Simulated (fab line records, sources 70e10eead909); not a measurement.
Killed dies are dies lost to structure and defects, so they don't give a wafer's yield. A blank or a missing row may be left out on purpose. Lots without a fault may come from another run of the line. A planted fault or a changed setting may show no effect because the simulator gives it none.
fab line records | flow nand_harc
record lots=24 wafers=72 last_day=25
route steps=1159 shown P_STI@88 P_GATE@213 P_CONTACT@234 P_M0@263 P_M2@338
lots that met no fault: from a run of the same line without faults
start_h: hours from the record's first day to the start of the lot's first wafer shown | wait_h: hours since the lot's step before | " the same as in the row above | L1.1+2: a row that stands for several wafers | - no value, or no start given | * or withheld: withheld | < > ~ a bound
route shown NAME@n: a module of which the file shows steps, and the number in the route of the first | usual: mean/standard deviation of fault-free wafers | same: alike in all rows | chamber/n: place in a boat | sites: the reading at each site | _std_site: their standard deviation | _edge_site: outer sites' mean less inner sites' | radius_mm: how far each site lies from the wafer's centre | mask NAME#n: copy n | behind: the tool/chamber that last shaped the wafer | hold: why the lot was held/for how many hours/how that ended | device: the transistor (n, p or np) that didn't switch | end of line: the same wafers' tests at the end of the route | a step without rows: its recipe alone | killed: dies lost to structure and defects at the first sort, not the wafer's yield | map: a wafer's dies, x killed, . not, _ none there
set.NAME: the setting as run; set.NAME@STEP: as run at that earlier step | model.NAME: the simulator's own value behind a step, which no gauge read
steps of the route over a sample of lots; a table a step, a row a wafer
services: from which hour (start_h, from the record's first day; less than 0 if before it) a tool's chamber was out of use, for how many hours, and why
## steps
# step NHARC_P_STI_ETCH_42
# recipe target_depth_a=800 overetch_a=240 time_s=61 ion_energy_ev=200 n2_flow_sccm=150 h2_flow_sccm=150 ar_flow_sccm=0 rf_w=400 bias_w=150 chemistry=N2/H2
# usual drypump_motor_current_A=5.6/0.3 oes_product_au=1.002/0.011 rf_vpp_V=431.5/2.1 showerhead_plenum_p_Torr=2.08/0.073 throttle_valve_pct=14.172/0.0088
# columns lot.wafer tool chamber start_h wait_h drypump_motor_current_A oes_product_au rf_hours_counter_h rf_vpp_V showerhead_plenum_p_Torr throttle_valve_pct
L075.1 rie_diel-11 2 40.09 0.1 5.5 1.012 0.3 432.5 2.14 14.170
L075.3 " 0 " " 5.8 1.001 0.4 429.1 1.99 14.166
L075.6 " 3 " " 5.2 1.005 - 431.1 2.07 14.188
L074.1 rie_diel-11 2 40.30 0.1 5.5 1.026 0.4 432.4 2.14 14.167
L074.4 " 3 " " 5.2 1.005 0.4 430.8 2.07 14.163
L074.5 " 1 " " 5.2 1.023 - 431.1 2.05 14.170
L076.4 rie_diel-05 3 52.09 0.1 5.8 1.004 1.8 427.9 1.99 14.172
L076.2 " 1 " " 6.1 1.000 1.7 430.5 2.06 14.172
L076.6 " 0 " " 5.8 0.996 - 434.9 2.19 14.182
L077.4 rie_diel-11 0 52.26 0.1 5.8 0.976 0.8 429.9 1.99 14.173
L077.2 " 2 " " 5.5 1.014 0.9 433.1 2.14 14.180
L077.5 " 0 " " 5.8 0.993 - 427.7 1.99 14.159
L078.3 rie_diel-03 0 60.18 0.1 5.9 0.980 0.8 428.5 1.98 14.168
L078.4 " 1 " " 6.0 1.004 0.8 433.7 2.18 14.178
L078.1 " 2 " " 5.4 0.988 1.1 432.6 2.14 14.177
L079.3 rie_diel-11 0 67.46 0.1 5.8 1.003 1.2 429.3 1.99 14.158
L079.2 " 1 " " 5.2 1.021 1.4 431.1 2.05 14.165
L079.6 " 1 " " 5.2 1.009 - 429.8 2.05 14.169
L080.2 rie_diel-05 1 71.10 0.1 6.2 0.996 2.8 432.1 2.06 14.165
L080.5 " 1 " " 6.1 0.994 - 431.7 2.06 14.164
L080.6 " 2 " " 5.3 1.006 - 430.7 2.00 14.168
L081.1 rie_diel-03 1 77.36 0.1 5.9 0.995 2.2 433.4 2.18 14.168
L081.4 " 2 " " 5.3 1.002 2.3 433.4 2.14 14.169
L081.6 " 0 " " 5.9 0.980 - 429.0 1.98 14.171
L082.3 rie_diel-11 2 85.20 0.1 5.6 1.010 1.9 433.5 2.13 14.174
L082.2 " 0 " " 5.8 0.983 1.8 428.7 1.99 14.184
L082.5 " 2 " " 5.5 1.011 - 433.8 2.13 14.158
L083.3 rie_diel-05 3 89.79 0.1 5.8 1.002 3.1 429.5 1.99 14.182
L083.2 " 0 " " 5.8 0.994 3.7 435.8 2.19 14.163
L083.1 " 1 " " 6.1 0.990 3.5 430.6 2.06 14.172
L084.2 rie_diel-03 0 98.10 0.1 5.9 0.994 3.5 427.5 1.98 14.182
L084.1 " 1 " " 5.9 0.994 3.3 433.4 2.18 14.164
L084.6 " 1 " " 5.9 1.004 - 435.8 2.18 14.177
L085.1 rie_diel-03 0 98.28 0.1 5.9 0.984 3.6 430.1 1.98 14.172
L085.3 " 1 " " 5.9 1.001 3.3 435.4 2.18 14.163
L085.6 " 1 " " 6.0 1.006 - 434.1 2.18 14.161
L086.1 rie_diel-11 1 108.74 0.1 5.2 1.018 2.4 431.7 2.04 14.166
L086.6 " 3 " " 5.2 0.993 - 432.1 2.07 14.174
L086.4 " 0 " " 5.8 0.994 - 428.8 1.99 14.175
L087.3 rie_diel-05 1 113.24 0.1 6.2 1.004 4.5 430.9 2.06 14.172
L087.4 " 2 " " 5.3 0.994 4.0 429.4 2.00 14.153
L087.5 " 0 " " 5.8 1.007 - 435.6 2.19 14.174
L088.3 rie_diel-03 1 121.92 0.1 6.0 1.007 5.9 434.0 2.18 14.182
L088.1 " 2 " " 5.4 0.993 6.2 433.0 2.13 14.191
L088.6 " 0 " " 5.9 0.984 - 427.5 1.98 14.188
L089.3 rie_diel-11 2 122.11 0.1 5.5 1.021 2.9 435.7 2.13 14.171
L089.5 " 1 " " 5.2 1.007 - 430.5 2.04 14.174
L089.6 " 3 " " 5.2 0.995 - 431.3 2.07 14.150
L090.1 rie_diel-03 1 131.88 0.1 5.9 1.000 6.6 434.1 2.18 14.169
L090.3 " 3 " " 5.5 1.004 5.4 433.2 2.15 14.174
L090.6 " 0 " " 5.9 0.988 - 429.6 1.98 14.186
L091.3 rie_diel-05 0 137.10 0.1 5.8 1.012 5.6 435.5 2.19 14.155
L091.4 " 1 " " 6.2 1.015 5.4 432.0 2.06 14.175
L091.1 " 2 " " 5.3 1.009 4.9 428.9 2.00 14.193
L092.1 rie_diel-11 2 144.51 0.1 5.5 1.010 3.6 432.7 2.13 14.176
L092.3 " 3 " " 5.2 0.997 3.4 431.7 2.07 14.178
L092.6 " 3 " " 5.2 1.001 - 430.4 2.07 14.167
L093.4 rie_diel-03 2 153.11 0.1 5.4 0.995 7.6 433.0 2.13 14.156
L093.2 " 3 " " 5.5 1.001 6.6 432.9 2.15 14.170
L093.5 " 2 " " 5.4 1.007 - 432.7 2.13 14.164
L094.1 rie_diel-11 2 153.39 0.2 5.5 1.026 3.9 432.4 2.13 14.185
L094.3 " 3 " " 5.2 0.989 3.7 431.1 2.07 14.169
L094.5 " 1 " " 5.2 1.019 - 430.8 2.04 14.178
L095.1 rie_diel-03 1 161.99 0.1 6.0 1.008 8.0 434.8 2.18 14.167
L095.3 " 2 " " 5.4 0.994 7.8 433.4 2.13 14.175
L095.2 " 0 " " 5.9 0.985 8.3 428.7 1.98 14.181
L096.1 rie_diel-11 2 167.36 0.1 5.5 1.015 4.2 434.2 2.13 14.185
L096.5 " 0 " " 5.8 0.985 - 428.6 1.99 14.174
L096.6 " 1 " " 5.2 1.024 - 430.6 2.04 14.173
L097.3 rie_diel-05 3 175.47 0.1 5.8 1.003 0.0 428.8 1.99 14.193
L097.2 " 0 " " 5.8 1.005 0.0 434.1 2.19 14.180
L097.5 " 2 " " 5.3 0.998 - 428.7 2.00 14.160
# step NHARC_P_GATE_RTA_80
# recipe temp_c=300 time_s=30
# usual lamp_power_pct=2.2/0.3 wafer_temp_C_max=301.00/0.28
# columns lot.wafer tool chamber start_h wait_h lamp_power_pct wafer_temp_C_max
L074.1 rtp_anneal-02 0 107.31 - 2.4 300.54
L074.4 " 0 " " 2.4 301.45
L074.5 " 0 " " 2.4 300.59
L075.1 rtp_anneal-02 0 108.11 - 2.4 301.11
L075.3 " 0 " " 2.4 301.24
L075.6 " 0 " " 2.4 301.28
L077.2 rtp_anneal-02 0 123.90 - 2.4 300.57
L077.4 " 0 " " 2.4 300.82
L077.5 " 0 " " 2.4 300.79
L076.2 rtp_anneal-01 0 124.35 - 1.8 301.07
L076.4 " 0 " " 1.8 301.20
L076.6 " 0 " " 1.8 300.97
L078.1 rtp_anneal-01 0 126.98 - 1.8 301.06
L078.3 " 0 " " 1.8 301.06
L078.4 " 0 " " 1.8 301.38
L080.2 rtp_anneal-02 0 135.61 - 2.4 300.48
L080.5 " 0 " " 2.4 300.84
L080.6 " 0 " " 2.4 301.43
L079.2 rtp_anneal-01 0 135.97 - 1.8 301.23
L079.3 " 0 " " 1.8 301.23
L079.6 " 0 " " 1.8 301.29
L081.1 rtp_anneal-01 0 152.83 - 1.8 301.09
L081.4 " 0 " " 1.8 301.17
L081.6 " 0 " " 1.8 300.98
L082.2 rtp_anneal-02 0 160.19 - 2.4 301.03
L082.3 " 0 " " 2.4 301.08
L082.5 " 0 " " 2.4 301.12
L083.1 rtp_anneal-01 0 166.45 - 1.8 300.89
L083.2 " 0 " " 1.8 301.14
L083.3 " 0 " " 1.8 300.77
L084.1 rtp_anneal-02 0 171.04 - 2.4 300.62
L084.2 " 0 " " 2.4 300.55
L084.6 " 0 " " 2.4 300.56
L085.1 rtp_anneal-01 0 171.81 - 1.8 301.02
L085.3 " 0 " " 1.8 300.70
L085.6 " 0 " " 1.8 301.02
L086.1 rtp_anneal-02 0 186.83 - 2.4 301.03
L086.4 " 0 " " 2.4 300.88
L086.6 " 0 " " 2.4 300.84
L087.3 rtp_anneal-02 0 187.67 - 2.4 300.53
L087.4 " 0 " " 2.4 300.73
L087.5 " 0 " " 2.4 300.69
L089.3 rtp_anneal-01 0 190.57 - 1.8 301.51
L089.5 " 0 " " 1.8 301.62
L089.6 " 0 " " 1.8 301.68
L088.1 rtp_anneal-02 0 195.08 - 2.4 300.93
L088.3 " 0 " " 2.4 300.55
L088.6 " 0 " " 2.4 300.96
L090.1 rtp_anneal-02 0 203.69 - 2.4 300.92
L090.3 " 0 " " 2.4 300.69
L090.6 " 0 " " 2.4 301.03
L091.1 rtp_anneal-01 0 203.79 - 1.8 301.12
L091.3 " 0 " " 1.8 300.95
L091.4 " 0 " " 1.8 301.41
L092.1 rtp_anneal-01 0 219.39 - 1.8 301.87
L092.3 " 0 " " 1.8 301.06
L092.6 " 0 " " 1.8 301.16
L093.2 rtp_anneal-02 0 229.16 - 2.4 300.69
L093.4 " 0 " " 2.4 300.46
L093.5 " 0 " " 2.4 301.14
L094.1 rtp_anneal-01 0 229.47 - 1.8 301.16
L094.3 " 0 " " 1.8 301.27
L094.5 " 0 " " 1.8 300.97
L095.1 rtp_anneal-01 0 234.82 - 1.8 301.04
L095.2 " 0 " " 1.8 300.84
L095.3 " 0 " " 1.8 301.32
L096.1 rtp_anneal-02 0 235.84 - 2.4 300.98
L096.5 " 0 " " 2.4 300.66
L096.6 " 0 " " 2.4 300.60
L097.2 rtp_anneal-02 0 245.53 - 2.4 300.82
L097.3 " 0 " " 2.4 300.99
L097.5 " 0 " " 2.4 300.79
# step NHARC_P_CONTACT_INSPECT_14
# usual raw_defect_count=3.8/2.4
# columns lot.wafer tool chamber start_h wait_h raw_defect_count
L074.1 defect_inspect-02 - 109.72 0.0 5
L074.4 " - " " 5
L074.5 " - " " 3
L075.1 defect_inspect-01 - 110.40 0.0 8
L075.3 " - " " 2
L075.6 " - " " 5
L077.2 defect_inspect-02 - 126.28 0.0 3
L077.4 " - " " 2
L077.5 " - " " 5
L076.2 defect_inspect-01 - 126.75 0.0 2
L076.4 " - " " 2
L076.6 " - " " 3
L078.1 defect_inspect-01 - 129.38 0.0 1
L078.3 " - " " 0
L078.4 " - " " 2
L080.2 defect_inspect-02 - 137.98 0.0 2
L080.5 " - " " 3
L080.6 " - " " 4
L079.2 defect_inspect-01 - 138.35 0.0 2
L079.3 " - " " 4
L079.6 " - " " 2
L081.1 defect_inspect-02 - 155.24 0.0 1
L081.4 " - " " 3
L081.6 " - " " 6
L082.2 defect_inspect-02 - 162.55 0.0 2
L082.3 " - " " 3
L082.5 " - " " 3
L083.1 defect_inspect-02 - 168.89 0.0 6
L083.2 " - " " 3
L083.3 " - " " 4
L084.1 defect_inspect-01 - 173.43 0.0 2
L084.2 " - " " 3
L084.6 " - " " 4
L085.1 defect_inspect-02 - 174.20 0.0 8
L085.3 " - " " 1
L085.6 " - " " 0
L086.1 defect_inspect-01 - 189.10 0.0 6
L086.4 " - " " 5
L086.6 " - " " 1
L087.3 defect_inspect-01 - 189.89 0.0 5
L087.4 " - " " 7
L087.5 " - " " 0
L089.3 defect_inspect-01 - 192.80 0.0 0
L089.5 " - " " 4
L089.6 " - " " 3
L088.1 defect_inspect-02 - 197.49 0.0 2
L088.3 " - " " 4
L088.6 " - " " 0
L090.1 defect_inspect-01 - 205.95 0.0 2
L090.3 " - " " 2
L090.6 " - " " 2
L091.1 defect_inspect-02 - 206.41 0.1 5
L091.3 " - " " 3
L091.4 " - " " 3
L092.1 defect_inspect-01 - 221.69 0.1 12
L092.3 " - " " 6
L092.6 " - " " 7
L093.2 defect_inspect-01 - 231.87 0.0 5
L093.4 " - " " 4
L093.5 " - " " 7
L094.1 defect_inspect-01 - 232.02 0.0 3
L094.3 " - " " 1
L094.5 " - " " 7
L095.1 defect_inspect-01 - 237.28 0.0 3
L095.2 " - " " 2
L095.3 " - " " 4
L096.1 defect_inspect-01 - 238.18 0.0 13
L096.5 " - " " 3
L096.6 " - " " 6
L097.2 defect_inspect-01 - 247.91 0.0 5
L097.3 " - " " 10
L097.5 " - " " 4
# step NHARC_P_CONTACT_ETCH_31
# recipe target_depth_a=300 time_s=85.7 ion_energy_ev=120 over_etch_frac=1 ch3f_flow_sccm=50 o2_flow_sccm=30 ar_flow_sccm=200 rf_w=500 bias_w=100 chemistry=CH3F/O2
# usual drypump_motor_current_A=5.9/0.4 oes_product_au=0.985/0.017 rf_vpp_V=244.6/1.5 showerhead_plenum_p_Torr=2.48/0.088 throttle_valve_pct=20.662/0.0086
# columns lot.wafer tool chamber start_h wait_h drypump_motor_current_A oes_product_au rf_hours_counter_h rf_vpp_V showerhead_plenum_p_Torr throttle_valve_pct
L074.4 rie_diel-08 0 - - 5.9 0.981 14 243.8 2.45 20.661
L074.1 " 2 " " 6.0 0.987 15 247.1 2.60 20.671
L074.5 " 3 " " 5.7 0.969 - 242.6 2.37 20.661
L075.1 rie_diel-06 1 - - 6.2 0.986 17 243.3 2.47 20.662
L075.3 " 3 " " 5.7 0.988 18 246.4 2.53 20.673
L075.6 " 0 " " 6.3 0.997 - 242.6 2.37 20.650
L077.2 rie_diel-12 3 - - 5.7 0.987 12 246.7 2.63 20.639
L077.4 " 1 " " 4.8 0.973 - 241.2 2.36 20.665
L077.5 " 3 " " 5.7 0.990 - 246.9 2.63 20.648
L076.2 rie_diel-06 0 - - 6.3 0.982 17 243.1 2.36 20.665
L076.4 " 1 " " 6.2 0.981 22 244.6 2.47 20.659
L076.6 " 0 " " 6.3 0.992 - 242.9 2.36 20.662
L078.1 rie_diel-12 1 - - 4.8 0.989 11 243.5 2.36 20.651
L078.3 " 2 " " 5.8 1.006 12 244.2 2.49 20.666
L078.4 " 3 " " 5.7 1.004 - 245.3 2.63 20.673
L080.2 rie_diel-08 2 - - 6.0 0.993 0 246.7 2.60 20.669
L080.6 " 3 " " 5.6 0.991 - 242.2 2.37 20.668
L080.5 " 0 " " 5.9 1.000 - 243.9 2.45 20.654
L079.3 rie_diel-12 3 - - 5.7 0.988 14 246.3 2.63 20.669
L079.2 " 2 " " 5.7 0.995 14 243.0 2.49 20.674
L079.6 " 1 " " 4.8 0.980 - 244.4 2.36 20.665
L081.4 rie_diel-12 3 - - 5.7 0.976 16 246.9 2.62 20.668
L081.1 " 0 " " 6.2 0.987 12 242.4 2.39 20.656
L081.6 " 3 " " 5.8 0.979 - 247.0 2.62 20.646
L082.3 rie_diel-06 1 - - 6.2 0.977 37 244.2 2.46 20.656
L082.2 " 2 " " 6.4 0.999 37 245.9 2.52 20.656
L082.5 " 2 " " 6.4 1.001 - 245.4 2.52 20.655
L083.1 rie_diel-08 3 - - 5.7 0.997 2 243.3 2.37 20.655
L083.2 " 0 " " 5.9 0.981 2 245.0 2.45 20.654
L083.3 " 1 " " 6.3 0.971 2 245.7 2.55 20.665
L084.2 rie_diel-06 1 - - 6.3 0.992 41 244.2 2.46 20.664
L084.1 " 2 " " 6.4 1.012 41 244.4 2.52 20.670
L084.6 " 2 " " 6.4 1.014 - 246.0 2.52 20.662
L085.3 rie_diel-06 1 - - 6.2 0.973 41 243.9 2.46 20.667
L085.1 " 2 " " 6.4 0.998 41 244.8 2.52 20.660
L085.6 " 0 " " 6.3 0.989 - 243.9 2.36 20.657
L086.1 rie_diel-12 0 - - 6.2 0.983 14 242.9 2.38 20.656
L086.4 " 1 " " 4.8 0.982 18 242.9 2.36 20.679
L086.6 " 2 " " 5.7 0.996 - 244.0 2.49 20.654
L087.4 rie_diel-08 0 - - 5.9 0.983 4 244.1 2.45 20.653
L087.3 " 1 " " 6.3 0.982 4 247.5 2.55 20.667
L087.5 " 1 " " 6.3 0.969 - 246.3 2.55 20.659
L089.3 rie_diel-08 0 193.75 0.1 6.0 1.015 5 244.7 2.45 20.666
L089.5 " 0 " " 5.9 1.014 - 244.6 2.45 20.677
L089.6 " 1 " " 6.3 1.001 - 245.5 2.55 20.667
L088.3 rie_diel-06 0 - - 6.3 0.990 46 242.2 2.35 20.644
L088.1 " 2 " " 6.4 0.983 51 244.9 2.51 20.661
L088.6 " 1 " " 6.2 0.987 - 243.9 2.46 20.658
L090.3 rie_diel-08 3 - - 5.6 0.934 7 243.2 2.37 20.671
L090.1 " 0 " " 5.9 0.927 7 244.3 2.45 20.670
L090.6 " 0 " " 5.9 0.938 - 245.1 2.44 20.673
L091.3 rie_diel-08 2 - - 6.0 0.995 7 245.8 2.59 20.664
L091.4 " 0 " " 5.9 0.986 7 243.8 2.45 20.671
L091.1 " 1 " " 6.4 0.975 7 246.3 2.55 20.672
L092.1 rie_diel-12 0 - - 6.2 0.982 1 242.6 2.38 20.672
L092.3 " 2 " " 5.7 0.967 1 245.6 2.49 20.662
L092.6 " 2 " " 5.7 0.984 - 242.9 2.49 20.650
L093.4 rie_diel-12 1 - - 4.8 1.008 1 244.2 2.36 20.678
L093.2 " 2 " " 5.7 0.987 2 244.7 2.49 20.674
L093.5 " 1 " " 4.8 0.999 - 242.3 2.36 20.665
L094.3 rie_diel-08 0 - - 5.9 0.986 9 245.3 2.44 20.669
L094.1 " 1 " " 6.3 0.954 9 245.6 2.55 20.662
L094.5 " 1 " " 6.3 0.952 - 245.8 2.55 20.658
L095.3 rie_diel-08 2 - - 5.9 0.995 10 247.5 2.59 20.664
L095.1 " 3 " " 5.6 0.985 10 243.2 2.37 20.666
L095.2 " 0 " " 5.9 0.998 10 244.4 2.44 20.649
L096.1 rie_diel-08 3 - - 5.7 0.970 10 244.6 2.37 20.655
L096.6 " 0 " " 5.9 0.964 - 243.9 2.44 20.668
L096.5 " 1 " " 6.3 0.966 - 245.2 2.55 20.651
L097.2 rie_diel-08 0 - - 5.9 0.988 11 244.3 2.44 20.680
L097.3 " 2 " " 6.0 0.994 11 247.0 2.59 20.667
L097.5 " 3 " " 5.6 0.987 - 241.6 2.37 20.660
# step NHARC_P_M0_CD_MEAS_09
# recipe target_cd_nm=90 landing_energy_ev=500
# usual cd_nm=90.2/0.61
# columns lot.wafer tool chamber start_h wait_h cd_nm
L074.1 cd_sem-02 0 113.80 - 89.6
L074.4 " 0 " " 89.9
L074.5 " 0 " " 89.3
L075.1 cd_sem-02 0 114.50 - 91.1
L075.3 " 0 " " 89.6
L075.6 " 0 " " 89.7
L077.2 cd_sem-03 0 131.31 - 89.6
L077.4 " 0 " " 90.3
L077.5 " 0 " " 90.8
L076.2 cd_sem-01 0 131.66 - 89.8
L076.4 " 0 " " 90.2
L076.6 " 0 " " 89.1
L078.1 cd_sem-01 0 133.59 - 91.1
L078.3 " 0 " " 90.8
L078.4 " 0 " " 91.0
L080.2 cd_sem-03 0 144.62 - 90.1
L080.5 " 0 " " 90.3
L080.6 " 0 " " 89.3
L079.2 cd_sem-03 0 144.83 - 90.4
L079.3 " 0 " " 90.5
L079.6 " 0 " " 90.8
L081.1 cd_sem-02 0 159.33 - 90.7
L081.4 " 0 " " 91.2
L081.6 " 0 " " 90.9
L082.2 cd_sem-02 0 168.40 - 90.8
L082.3 " 0 " " 90.3
L082.5 " 0 " " 90.5
L083.1 cd_sem-03 0 173.08 - 90.3
L083.2 " 0 " " 90.7
L083.3 " 0 " " 90.5
L084.1 cd_sem-02 0 180.26 - 90.1
L084.2 " 0 " " 90.8
L084.6 " 0 " " 90.1
L085.1 cd_sem-02 0 181.43 - 89.7
L085.3 " 0 " " 89.5
L085.6 " 0 " " 91.1
L086.1 cd_sem-03 0 200.35 - 90.2
L086.4 " 0 " " 91.1
L086.6 " 0 " " 90.6
L087.3 cd_sem-01 0 200.86 - 90.1
L087.4 " 0 " " 89.8
L087.5 " 0 " " 89.8
L089.3 cd_sem-02 0 202.02 - 90.4
L089.5 " 0 " " 89.6
L089.6 " 0 " " 90.4
L088.1 cd_sem-03 0 207.70 - 90.2
L088.3 " 0 " " 89.7
L088.6 " 0 " " 90.4
L090.1 cd_sem-01 0 216.23 - 90.2
L090.3 " 0 " " 90.5
L090.6 " 0 " " 89.2
L091.1 cd_sem-03 0 216.56 - 89.2
L091.3 " 0 " " 88.9
L091.4 " 0 " " 90.6
L092.1 cd_sem-02 0 228.28 - 90.6
L092.3 " 0 " " 90.9
L092.6 " 0 " " 89.9
L093.2 cd_sem-03 0 237.84 - 90.3
L093.4 " 0 " " 89.9
L093.5 " 0 " " 90.2
L094.1 cd_sem-01 0 237.99 - 89.6
L094.3 " 0 " " 89.3
L094.5 " 0 " " 88.6
L095.1 cd_sem-01 0 241.41 - 91.1
L095.2 " 0 " " 91.2
L095.3 " 0 " " 91.5
L096.1 cd_sem-01 0 242.34 - 89.9
L096.5 " 0 " " 89.9
L096.6 " 0 " " 90.7
L097.2 cd_sem-01 0 252.08 - 90.4
L097.3 " 0 " " 90.1
L097.5 " 0 " " 89.7
# step NHARC_P_M2_DEGAS_29
# recipe temp_c=250 time_s=60
# usual heater_power_w=340/35
# columns lot.wafer tool chamber start_h wait_h heater_power_w
L074.1 pvd_sputter-02 - 124.41 - 344
L074.4 " - " " 314
L074.5 " - " " 297
L075.1 pvd_sputter-03 - 125.54 - 402
L075.3 " - " " 321
L075.6 " - " " 397
L077.4 pvd_sputter-02 - 141.05 - 306
L077.2 " - " " 340
L077.5 " - " " 317
L076.2 pvd_sputter-03 - 141.35 - 322
L076.4 " - " " 329
L076.6 " - " " 321
L078.4 pvd_sputter-02 - 143.15 - 351
L078.1 " - " " 330
L078.3 " - " " 309
L080.2 pvd_sputter-03 - 154.61 - 400
L080.6 " - " " 310
L080.5 " - " " 314
L079.2 pvd_sputter-01 - 154.70 - 306
L079.3 " - " " 387
L079.6 " - " " 382
L081.4 pvd_sputter-02 - 168.82 - 316
L081.1 " - " " 341
L081.6 " - " " 314
L082.2 pvd_sputter-01 - 177.95 - 402
L082.3 " - " " 287
L082.5 " - " " 318
L083.3 pvd_sputter-02 - 182.88 - 312
L083.2 " - " " 346
L083.1 " - " " 339
L084.2 pvd_sputter-01 - 189.57 - 375
L084.1 " - " " 397
L084.6 " - " " 370
L085.3 pvd_sputter-02 - 191.31 - 353
L085.1 " - " " 316
L085.6 " - " " 307
L086.1 pvd_sputter-01 - 209.65 - 382
L086.4 " - " " 313
L086.6 " - " " 376
L087.3 pvd_sputter-02 - 210.31 - 309
L087.4 " - " " 345
L087.5 " - " " 314
L089.3 pvd_sputter-01 - 211.83 - 374
L089.5 " - " " 400
L089.6 " - " " 371
L088.1 pvd_sputter-01 - 217.01 - 319
L088.3 " - " " 380
L088.6 " - " " 403
L090.3 pvd_sputter-03 - 225.86 - 324
L090.1 " - " " 312
L090.6 " - " " 341
L091.4 pvd_sputter-01 - 226.94 - 370
L091.3 " - " " 294
L091.1 " - " " 318
L092.1 pvd_sputter-01 - 237.77 - 316
L092.3 " - " " 299
L092.6 " - " " 318
L093.4 pvd_sputter-01 - 247.29 - 316
L093.2 " - " " 373
L093.5 " - " " 288
L094.1 pvd_sputter-02 - 247.55 - 326
L094.3 " - " " 352
L094.5 " - " " 342
L095.1 pvd_sputter-02 - 251.29 - 338
L095.2 " - " " 335
L095.3 " - " " 365
L096.1 pvd_sputter-03 - 252.30 - 318
L096.6 " - " " 319
L096.5 " - " " 339
L097.2 pvd_sputter-01 - 262.13 - 326
L097.3 " - " " 420
L097.5 " - " " 293
## services
# columns tool chamber start_h hours kind
rie_diel-12 - 25.40 9.0 pm
pvd_sputter-02 - 31.99 0.9 repair
pvd_sputter-02 - 36.00 10.0 pm
rie_diel-03 - 38.30 9.0 pm
rie_diel-11 3 59.20 3.1 repair
rie_diel-03 3 97.23 9.3 repair
rie_diel-11 2 107.76 4.7 repair
rtp_anneal-02 - 110.63 6.4 repair
rie_diel-11 0 112.17 15.6 repair
rie_diel-11 3 114.17 2.7 repair
rie_diel-08 - 124.80 9.0 pm
rie_diel-12 0 125.13 24.1 repair
rie_diel-03 2 128.74 8.4 repair
pvd_sputter-01 - 160.94 10.0 pm
rie_diel-11 1 189.07 2.4 repair
rie_diel-11 - 189.50 9.0 pm
rie_diel-11 - 202.26 0.4 repair
rie_diel-12 - 202.41 9.0 pm
rie_diel-11 2 203.15 18.4 repair
rie_diel-03 2 209.90 19.0 repair
pvd_sputter-02 - 214.00 10.0 pm
rie_diel-03 - 215.30 9.0 pm
pvd_sputter-01 - 256.36 3.0 repair
rie_diel-08 2 261.97 1.4 repair
## key
fault none
